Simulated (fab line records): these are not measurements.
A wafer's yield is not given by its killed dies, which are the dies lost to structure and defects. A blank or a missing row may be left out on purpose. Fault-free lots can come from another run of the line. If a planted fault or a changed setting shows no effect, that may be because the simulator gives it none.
fab line records	flow n5_finfet
record: lots: 4	wafers: 12	last_day: 16
route steps=1938 shown FIN_SAQP@122 BEOL_M4@1111 PASSIVATION@1936
lots that met no fault: from a run of the same line without faults
start_h: hours from the record's opening day to when the first of the lot's shown wafers began	wait_h: hours elapsed since this lot's preceding step	" same as the row above	L1.1+2: a row that stands for several wafers	- value missing, or start not given	* or withheld: withheld	< > ~ a bound
route shown NAME@n: a module of which the file shows steps, and the number in the route of the first	usual: average and standard deviation across the fault-free wafers	same: alike in all rows	chamber/n: place in a boat	sites: each site's reading	_std_site: how widely they spread, as a standard deviation	_edge_site: the outer-site mean with the inner-site mean subtracted	radius_mm: for every site, how far away it sits from the centre of the wafer	mask NAME#n: copy n	behind: the most recent tool/chamber to have shaped the wafer	hold: why the lot went on hold/how many hours it stayed there/how the hold came to an end	device: transistor that didn't switch, given as n, p or np	end of line: the tests these same wafers got at the end of their route	for a step that has no rows: nothing shown but its recipe	killed: dies lost to structure and defects at the first sort, not the wafer's yield	map: the dies of a wafer, with x for killed, . for not killed, _ for no die there
set.NAME: setting as actually run; set.NAME@STEP: the setting as run at that earlier step	model.NAME: the simulator's own value behind a step, which no gauge read
lots seen at some steps along the route; tables by step, rows by wafer
services: when a tool's chamber went out of use (start_h, in hours from the record's first day, below 0 if earlier), for how many hours, and the reason
== steps ==
step: N5_FIN_SAQP_STRIP_23
recipe: chemistry: SPM	time_s: 750	temp_c: 130	h2so4_h2o2_vol_ratio: 4
step: N5_FIN_SAQP_SRD_66
recipe: dry: ipa_marangoni	time_s: 30	temp_c: 23	rinse_liquid: diw
step: N5_FIN_SAQP_RECESS_75
recipe: chemistry: HF/NH3	target: SiO2	target_depth_a: 144	afs_cycles: 3	temp_c: 30	sublimation_temp_c: 180	sublimation_time_s: 60
step: N5_FIN_SAQP_SPACER1_ALD_24
recipe: material: SiO2	target_thk_a: 203	temp_c: 300	ald_precursor_family: BDEAS	ald_co_reactant: O2-plasma	pulse_time_s: 1	purge_time_s: 2	co_reactant_purge_time_s: 2	ald_cycles: 218	pressure_torr: 2
step: N5_FIN_SAQP_SPACER1_ETCHBACK_25
recipe: chemistry: CHF3/O2	mode: anisotropic_etchback	target: SiO2	target_depth_a: 244	time_s: 12.2	pressure_mtorr: 30	source_w: 650	bias_w: 170	Ar_flow_sccm: 200	CHF3_flow_sccm: 50	O2_flow_sccm: 5	ion_energy_ev: 200
step: N5_FIN_SAQP_MANDREL1_REMOVE_56
recipe: chemistry: HBr/Cl2/O2	bt_time_s: 10	target: a-Si	stop_on: SiNx	endpoint: OES-SiCl	over_etch_frac: 1	icp_w: 600	bias_w: 22	HBr_flow_sccm: 150	Cl2_flow_sccm: 80	O2_flow_sccm: 5	pressure_mtorr: 10
step: N5_FIN_SAQP_ETCH_57
recipe: chemistry: CH3F/O2	target: SiNx	mask_material: SiO2	target_depth_a: 325	time_s: 46.4	pressure_mtorr: 30	source_w: 395	bias_w: 73	Ar_flow_sccm: 150	CH3F_flow_sccm: 30	O2_flow_sccm: 20	ion_energy_ev: 120	ends: cleared
step: N5_FIN_SAQP_ETCH_65
recipe: chemistry: CF4	target: SiO2	target_depth_a: 40	ion_energy_ev: 350	time_s: 4.4	pressure_mtorr: 10	icp_w: 800	bias_w: 400	cf4_flow_sccm: 80
step: N5_FIN_SAQP_MANDREL_ETCH_58
recipe: chemistry: HBr/Cl2	target: a-Si	target_depth_a: 450	bt_time_s: 10	stop_on: SiNx	mask_material: SiO2	over_etch_frac: 0.8	time_s: 27	pressure_mtorr: 10	icp_w: 800	bias_w: 75	HBr_flow_sccm: 150	Cl2_flow_sccm: 80	ends: end_point
step: N5_FIN_SAQP_RECESS_63
recipe: chemistry: HF/NH3	target: SiO2	target_depth_a: 180	afs_cycles: 3	temp_c: 30	sublimation_temp_c: 180	sublimation_time_s: 60
step: N5_FIN_SAQP_COAT_68
recipe: resist: SOC	temp_c: 250	time_s: 60	spin_rpm: 1500	resist_thk_nm: 100
step: N5_FIN_SAQP_ETCH_69
recipe: chemistry: N2/H2	target: SOC	target_depth_a: 1500	stop_on: SiNx	ion_energy_ev: 100	bias_w: 61	pressure_mtorr: 30	source_w: 850	n2_flow_sccm: 200	h2_flow_sccm: 200
usual: bias_w: 60.99/0.18	chamber_pressure_mTorr: 30.00/0.03	drypump_motor_current_A: 5.7/0.45	oes_product_au: 0.78/0.083	rf_vpp_V: 240.8/1.4	showerhead_plenum_p_Torr: 2.55/0.095	throttle_valve_pct: 17.91/0.22
lot.wafer	tool	chamber	start_h	wait_h	bias_w	chamber_pressure_mTorr	drypump_motor_current_A	oes_product_au	rf_hours_counter_h	rf_vpp_V	showerhead_plenum_p_Torr	throttle_valve_pct	model.SOC_of_FIN_SAQP_COAT_68.thk_nm
L449.1	rie_diel-02	1	104.81	-	-	-	-	-	-	-	-	-	101
L449.2	"	3	"	"	-	-	-	-	-	-	-	-	100.6
L449.4	"	0	"	"	-	-	-	-	-	-	-	-	100.6
L450.4	rie_diel-01	0	109.40	-	-	-	-	-	-	-	-	-	100.4
L450.5	"	1	"	"	-	-	-	-	-	-	-	-	100.4
L450.6	"	3	"	"	-	-	-	-	-	-	-	-	100.4
L452.3	rie_diel-01	0	121.16	-	60.99	29.97	6.0	0.68	248	241.0	2.61	18.01	4.8
L452.4	"	3	"	"	61.19	30.00	6.2	0.83	74	243.2	2.68	18.24	2
L452.6	"	0	"	"	61.25	29.96	6.0	0.68	-	239.3	2.61	18.00	4.6
L455.2	rie_diel-04	1	139.32	-	60.93	29.99	4.8	0.69	218	240.5	2.50	17.87	6
L455.3	"	2	"	"	61.22	29.96	5.7	0.95	4	241.0	2.61	18.15	4.8
L455.5	"	2	"	"	61.11	30.03	5.6	0.95	-	241.2	2.61	18.12	4.2
step: N5_FIN_SAQP_ETCH_67
recipe: chemistry: CH3F/O2	target: SiNx	target_depth_a: 300	mask_material: SOC	pressure_mtorr: 30	source_w: 395	bias_w: 73	Ar_flow_sccm: 150	CH3F_flow_sccm: 30	O2_flow_sccm: 20	ion_energy_ev: 120
step: N5_BEOL_M4_RC_MEAS_101
usual: DIBL_N: 36.4/1.5	DIBL_P: 36.4/1.6	IOFF_N: 0.164/0.025	IOFF_P: 0.214/0.028	ION_N: 675/9.9	ION_P: 463/6.5	SS_N: 71.5/0.5	SS_P: 73.3/0.56	VT_N: 249.2/2.7	VT_P: -250.1/2.8
lot.wafer	tool	chamber	start_h	wait_h	DIBL_N[mV/V]	DIBL_P[mV/V]	IOFF_N[nA/um]	IOFF_P[nA/um]	ION_N[uA/um]	ION_P[uA/um]	SS_N[mV/dec]	SS_P[mV/dec]	VT_N[mV]	VT_P[mV]
L452.3	prober-02	0	270.10	0.7	34.1	33.4	0.139	0.180	680	469	70.3	73.1	249.9	-253.1
L452.4	"	0	"	"	36.8	36.7	0.181	0.211	686	466	70.4	73.2	247.8	-249.4
L452.6	"	0	"	"	35.2	35.4	0.157	0.195	676	469	70.7	72.9	247.9	-250.3
L455.2	prober-02	0	274.23	0.2	35.8	36.4	0.156	0.207	673	456	72.1	73.3	252.6	-249.4
L455.3	"	0	"	"	33.8	34.4	0.123	0.179	664	460	70.4	72.7	252.2	-252.7
L455.5	"	0	"	"	34.7	36.1	0.145	0.202	680	464	71.0	73.3	249.8	-248.2
step: N5_PASSIVATION_PROBE_49
usual: defect_limited_yield: 91.1/1.4	killed_at_M0_to_M3: 35/8.7	killed_at_M4_up: 14/5.3	killed_at_contacts: 12/6.2	killed_at_front_end: 41/12	killed_at_other: 3.4/2.6	killed_dies: 105/16	killed_on_rim: 14/3.8	killed_open: 67/13	killed_short: 36/7.3	sort_bin_5_function: 5.2/0.96	sort_bin_6_memory: 3.3/0.6	sort_n_pass: 1075/16	sort_yield_pct: 91.1/1.4
same: gross_dies: 1180	killed_at_back_side: 0	sort_bin_4_leakage[%]: 0	sort_bin_8_speed[%]: 0
lot.wafer	tool	chamber	start_h	wait_h	defect_limited_yield[%]	killed_at_M0_to_M3	killed_at_M4_up	killed_at_contacts	killed_at_front_end	killed_at_other	killed_dies	killed_on_rim	killed_open	killed_short	sort_bin_5_function[%]	sort_bin_6_memory[%]	sort_n_pass	sort_yield_pct[%]
L449.1	prober-02	-	345.30	0.0	0	31	24	6	1119	0	1180	152	69	36	96.5	3.2	0	0
L449.2	prober-02	-	345.35	0.1	0	35	20	13	1107	5	1180	152	72	24	96.9	3.0	0	0
L449.4	prober-02	-	345.45	0.2	0	40	27	2	1103	8	1180	152	56	36	96.6	2.9	0	0
L450.4	prober-02	-	346.68	0.4	0	22	15	8	1130	5	1180	152	48	38	96.8	3.1	0	0
L450.5	prober-02	-	346.73	0.5	0	48	17	7	1107	1	1180	152	64	42	96.1	3.6	0	0
L450.6	prober-02	-	346.78	0.5	0	24	15	13	1128	0	1180	152	48	32	96.8	2.7	0	0
L452.3	prober-02	-	365.01	0.1	91.7	33	7	15	39	4	98	10	69	28	4.8	3.0	1082	91.7
L452.4	prober-02	-	365.06	0.2	89.1	31	12	23	55	8	129	20	89	40	6.5	4.2	1051	89.1
L452.6	prober-02	-	365.16	0.3	91.5	39	8	26	24	3	100	12	72	26	5.1	2.9	1080	91.5
L455.2	prober-02	-	386.13	0.1	92.0	26	8	15	41	4	94	14	62	31	4.9	2.8	1086	92.0
L455.3	prober-02	-	386.18	0.1	92.8	24	9	13	38	1	85	12	47	35	4.2	2.9	1095	92.8
L455.5	prober-02	-	386.28	0.2	94.3	20	5	4	36	2	67	10	38	29	2.9	2.5	1113	94.3
killed by level:class
L449.1 FIN_SAQP:area_etch=1071 BEOL_M3:geometric_particle:open=11 BEOL_M4:geometric_particle:open=11 DUMMY_GATE:geometric_particle:open=8 FIN_SAQP:geometric_particle:open=7 STI_FIN_REVEAL:geometric_particle:open=6 MOL_CONTACT_COAG:geometric_particle:open=5 BEOL_M0_SAQP:geometric_particle:short=5
L449.2 FIN_SAQP:area_etch=1083 MOL_CONTACT_COAG:geometric_particle:open=12 BEOL_M4:geometric_particle:open=12 BEOL_M0_SAQP:geometric_particle:short=9 BEOL_M0_SAQP:geometric_particle:open=7 FIN_SAQP:geometric_particle:open=6 BEOL_M2:geometric_particle:open=6 BEOL_M3:geometric_particle:open=6
L449.4 FIN_SAQP:area_etch=1087 BEOL_M0_SAQP:geometric_particle:open=10 BEOL_M0_SAQP:geometric_particle:short=9 BEOL_M4:geometric_particle:open=9 BEOL_M1:geometric_particle:open=6 BEOL_M1:geometric_particle:short=6 BEOL_M2:geometric_particle:open=5 BEOL_M7:geometric_particle:open=5
L450.4 FIN_SAQP:area_etch=1092 FIN_SAQP:geometric_particle:open=10 BEOL_M0_SAQP:geometric_particle:short=8 BEOL_M0_SAQP:geometric_particle:open=8 STI_FIN_REVEAL:geometric_particle:open=6 GATE_CUT:geometric_particle:short=6 MOL_CONTACT_COAG:geometric_particle:open=6 BEOL_M4:geometric_particle:short=6
L450.5 FIN_SAQP:area_etch=1072 BEOL_M0_SAQP:geometric_particle:open=17 BEOL_M0_SAQP:geometric_particle:short=15 STI_FIN_REVEAL:geometric_particle:open=12 FIN_SAQP:geometric_particle:short=6 MOL_CONTACT_COAG:geometric_particle:open=6 BEOL_M4:geometric_particle:open=6 BEOL_M1:geometric_particle:open=5
L450.6 FIN_SAQP:area_etch=1100 BEOL_M0_SAQP:geometric_particle:short=11 MOL_CONTACT_COAG:geometric_particle:open=10 STI_FIN_REVEAL:geometric_particle:open=9 BEOL_M1:geometric_particle:open=7 BEOL_M4:geometric_particle:open=7 GATE_CUT:geometric_particle:short=6 BEOL_M0_SAQP:geometric_particle:open=4
L452.3 FIN_SAQP:geometric_particle:open=13 MOL_CONTACT_COAG:geometric_particle:open=12 FIN_SAQP:geometric_particle:short=9 BEOL_M1:geometric_particle:open=9 BEOL_M0_SAQP:geometric_particle:open=7 BEOL_M3:geometric_particle:open=7 STI_FIN_REVEAL:geometric_particle:open=6 DUMMY_GATE:geometric_particle:open=3
L452.4 FIN_SAQP:geometric_particle:open=28 MOL_CONTACT_COAG:geometric_particle:open=20 FIN_SAQP:geometric_particle:short=15 BEOL_M2:geometric_particle:open=12 BEOL_M2:geometric_particle:short=6 BEOL_M4:geometric_particle:open=6 PASS1_CAP:geometric_particle:short=4 STI_FIN_REVEAL:geometric_particle:open=3
L452.6 MOL_CONTACT_COAG:geometric_particle:open=21 FIN_SAQP:geometric_particle:open=9 BEOL_M1:geometric_particle:open=8 FIN_SAQP:geometric_particle:short=7 BEOL_M3:geometric_particle:open=7 BEOL_M0_SAQP:geometric_particle:short=6 BEOL_M2:geometric_particle:open=6 MOL_CONTACT_COAG:geometric_particle:short=5
L455.2 MOL_CONTACT_COAG:geometric_particle:open=10 FIN_SAQP:geometric_particle:open=10 FIN_SAQP:geometric_particle:short=9 STI_FIN_REVEAL:geometric_particle:open=7 BEOL_M0_SAQP:geometric_particle:open=6 BEOL_M1:geometric_particle:open=6 MOL_CONTACT_COAG:geometric_particle:short=5 GATE_CUT:geometric_particle:short=4
L455.3 MOL_CONTACT_COAG:geometric_particle:open=10 GATE_CUT:geometric_particle:short=8 FIN_SAQP:geometric_particle:short=6 BEOL_M1:geometric_particle:open=6 STARTING-WAFER:geometric_particle:open=6 BEOL_M0_SAQP:geometric_particle:open=5 BEOL_M0_SAQP:geometric_particle:short=4 STI_FIN_REVEAL:geometric_particle:open=3
L455.5 FIN_SAQP:geometric_particle:short=9 FIN_SAQP:geometric_particle:open=8 BEOL_M0_SAQP:geometric_particle:open=6 STARTING-WAFER:geometric_particle:short=5 MOL_CONTACT_COAG:geometric_particle:open=4 BEOL_M0_SAQP:geometric_particle:short=4 ILD0:geometric_particle:open=3 GATE_CUT:geometric_particle:short=3
map L449.1 (x killed, . not)
_________________xxxxxxxxxxxx________________
______________xxxxxxxxxxxxxxxxxx_____________
___________xxxxxxxxxxxxxxxxxxxxxxxx__________
__________xxxxxxxxxxxxxxxxxxxxxxxxxx_________
________xxxxxxxxxxxxxxxxxxxxxxxxxxxxxx_______
_______xxxxxxxxxxxxxxxxxxxxxxxxxxxxxxxx______
______xxxxxxxxxxxxxxxxxxxxxxxxxxxxxxxxxx_____
_____xxxxxxxxxxxxxxxxxxxxxxxxxxxxxxxxxxxx____
____xxxxxxxxxxxxxxxxxxxxxxxxxxxxxxxxxxxxxx___
___xxxxxxxxxxxxxxxxxxxxxxxxxxxxxxxxxxxxxxxx__
___xxxxxxxxxxxxxxxxxxxxxxxxxxxxxxxxxxxxxxxx__
__xxxxxxxxxxxxxxxxxxxxxxxxxxxxxxxxxxxxxxxxxx_
__xxxxxxxxxxxxxxxxxxxxxxxxxxxxxxxxxxxxxxxxxx_
_xxxxxxxxxxxxxxxxxxxxxxxxxxxxxxxxxxxxxxxxxxxx
_xxxxxxxxxxxxxxxxxxxxxxxxxxxxxxxxxxxxxxxxxxxx
_xxxxxxxxxxxxxxxxxxxxxxxxxxxxxxxxxxxxxxxxxxxx
_xxxxxxxxxxxxxxxxxxxxxxxxxxxxxxxxxxxxxxxxxxxx
_xxxxxxxxxxxxxxxxxxxxxxxxxxxxxxxxxxxxxxxxxxxx
_xxxxxxxxxxxxxxxxxxxxxxxxxxxxxxxxxxxxxxxxxxxx
_xxxxxxxxxxxxxxxxxxxxxxxxxxxxxxxxxxxxxxxxxxxx
_xxxxxxxxxxxxxxxxxxxxxxxxxxxxxxxxxxxxxxxxxxxx
__xxxxxxxxxxxxxxxxxxxxxxxxxxxxxxxxxxxxxxxxxx_
__xxxxxxxxxxxxxxxxxxxxxxxxxxxxxxxxxxxxxxxxxx_
___xxxxxxxxxxxxxxxxxxxxxxxxxxxxxxxxxxxxxxxx__
___xxxxxxxxxxxxxxxxxxxxxxxxxxxxxxxxxxxxxxxx__
____xxxxxxxxxxxxxxxxxxxxxxxxxxxxxxxxxxxxxx___
_____xxxxxxxxxxxxxxxxxxxxxxxxxxxxxxxxxxxx____
______xxxxxxxxxxxxxxxxxxxxxxxxxxxxxxxxxx_____
_______xxxxxxxxxxxxxxxxxxxxxxxxxxxxxxxx______
________xxxxxxxxxxxxxxxxxxxxxxxxxxxxxx_______
__________xxxxxxxxxxxxxxxxxxxxxxxxxx_________
___________xxxxxxxxxxxxxxxxxxxxxxxx__________
______________xxxxxxxxxxxxxxxxxx_____________
_________________xxxxxxxxxxxx________________
map L450.4 (x killed, . not)
_________________xxxxxxxxxxxx________________
______________xxxxxxxxxxxxxxxxxx_____________
___________xxxxxxxxxxxxxxxxxxxxxxxx__________
__________xxxxxxxxxxxxxxxxxxxxxxxxxx_________
________xxxxxxxxxxxxxxxxxxxxxxxxxxxxxx_______
_______xxxxxxxxxxxxxxxxxxxxxxxxxxxxxxxx______
______xxxxxxxxxxxxxxxxxxxxxxxxxxxxxxxxxx_____
_____xxxxxxxxxxxxxxxxxxxxxxxxxxxxxxxxxxxx____
____xxxxxxxxxxxxxxxxxxxxxxxxxxxxxxxxxxxxxx___
___xxxxxxxxxxxxxxxxxxxxxxxxxxxxxxxxxxxxxxxx__
___xxxxxxxxxxxxxxxxxxxxxxxxxxxxxxxxxxxxxxxx__
__xxxxxxxxxxxxxxxxxxxxxxxxxxxxxxxxxxxxxxxxxx_
__xxxxxxxxxxxxxxxxxxxxxxxxxxxxxxxxxxxxxxxxxx_
_xxxxxxxxxxxxxxxxxxxxxxxxxxxxxxxxxxxxxxxxxxxx
_xxxxxxxxxxxxxxxxxxxxxxxxxxxxxxxxxxxxxxxxxxxx
_xxxxxxxxxxxxxxxxxxxxxxxxxxxxxxxxxxxxxxxxxxxx
_xxxxxxxxxxxxxxxxxxxxxxxxxxxxxxxxxxxxxxxxxxxx
_xxxxxxxxxxxxxxxxxxxxxxxxxxxxxxxxxxxxxxxxxxxx
_xxxxxxxxxxxxxxxxxxxxxxxxxxxxxxxxxxxxxxxxxxxx
_xxxxxxxxxxxxxxxxxxxxxxxxxxxxxxxxxxxxxxxxxxxx
_xxxxxxxxxxxxxxxxxxxxxxxxxxxxxxxxxxxxxxxxxxxx
__xxxxxxxxxxxxxxxxxxxxxxxxxxxxxxxxxxxxxxxxxx_
__xxxxxxxxxxxxxxxxxxxxxxxxxxxxxxxxxxxxxxxxxx_
___xxxxxxxxxxxxxxxxxxxxxxxxxxxxxxxxxxxxxxxx__
___xxxxxxxxxxxxxxxxxxxxxxxxxxxxxxxxxxxxxxxx__
____xxxxxxxxxxxxxxxxxxxxxxxxxxxxxxxxxxxxxx___
_____xxxxxxxxxxxxxxxxxxxxxxxxxxxxxxxxxxxx____
______xxxxxxxxxxxxxxxxxxxxxxxxxxxxxxxxxx_____
_______xxxxxxxxxxxxxxxxxxxxxxxxxxxxxxxx______
________xxxxxxxxxxxxxxxxxxxxxxxxxxxxxx_______
__________xxxxxxxxxxxxxxxxxxxxxxxxxx_________
___________xxxxxxxxxxxxxxxxxxxxxxxx__________
______________xxxxxxxxxxxxxxxxxx_____________
_________________xxxxxxxxxxxx________________
== services ==
tool	chamber	start_h	hours	kind
rie_diel-01	2	95.82	-	clean
rie_diel-01	2	95.82	-	consumable_replace:focus_ring
rie_diel-01	2	95.82	-	consumable_replace:showerhead
rie_diel-01	2	95.82	15.9	scheduled_down
rie_diel-01	2	95.82	15.9	vent_cycle
rie_diel-01	1	105.60	1.4	repair
rie_diel-04	2	110.93	-	clean
rie_diel-04	2	110.93	-	consumable_replace:focus_ring
rie_diel-04	2	110.93	15.2	scheduled_down
rie_diel-04	2	110.93	15.2	vent_cycle
rie_diel-02	1	119.95	-	clean
rie_diel-02	1	119.95	-	consumable_replace:focus_ring
rie_diel-02	1	119.95	15.3	scheduled_down
rie_diel-02	1	119.95	15.3	vent_cycle
rie_diel-04	1	120.61	9.8	repair
rie_diel-01	0	125.47	-	clean
rie_diel-01	0	125.47	-	consumable_replace:focus_ring
rie_diel-01	0	125.47	24.0	scheduled_down
rie_diel-01	0	125.47	24.0	vent_cycle
== key ==
first_sign: step: N5_FIN_SAQP_ETCH_69	reading: tool_record	direction: missing
effect: step: N5_PASSIVATION_PROBE_49	reading: sort_bin_5_function	direction: up	sigmas: 95	usual: 5.2	struck: 96.6
model_effect: step: N5_FIN_SAQP_ETCH_69	value: SOC_of_FIN_SAQP_COAT_68.thk_nm	without: 5.5	struck: 100.6
more_kills_born_at: N5_FIN_SAQP_ETCH_69@rie_diel-01: 3264	N5_FIN_SAQP_ETCH_69@rie_diel-02: 3241
met_at N5_FIN_SAQP_ETCH_69
struck_wafers L449.1,L449.2,L449.4,L450.4,L450.5,L450.6
later_rows_left_out L449.1,L449.2,L449.4,L450.4,L450.5,L450.6
fault: kind: skipped_step_whole	tool: rie_diel-01,rie_diel-02	chamber: -	onset_h: 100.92	steps: N5_FIN_SAQP_ETCH_69	scope: struck_lots_only
later_rows_left_out: the simulator's readings of these wafers behind a module that went badly wrong aren't trusted and aren't shown, but for the sort
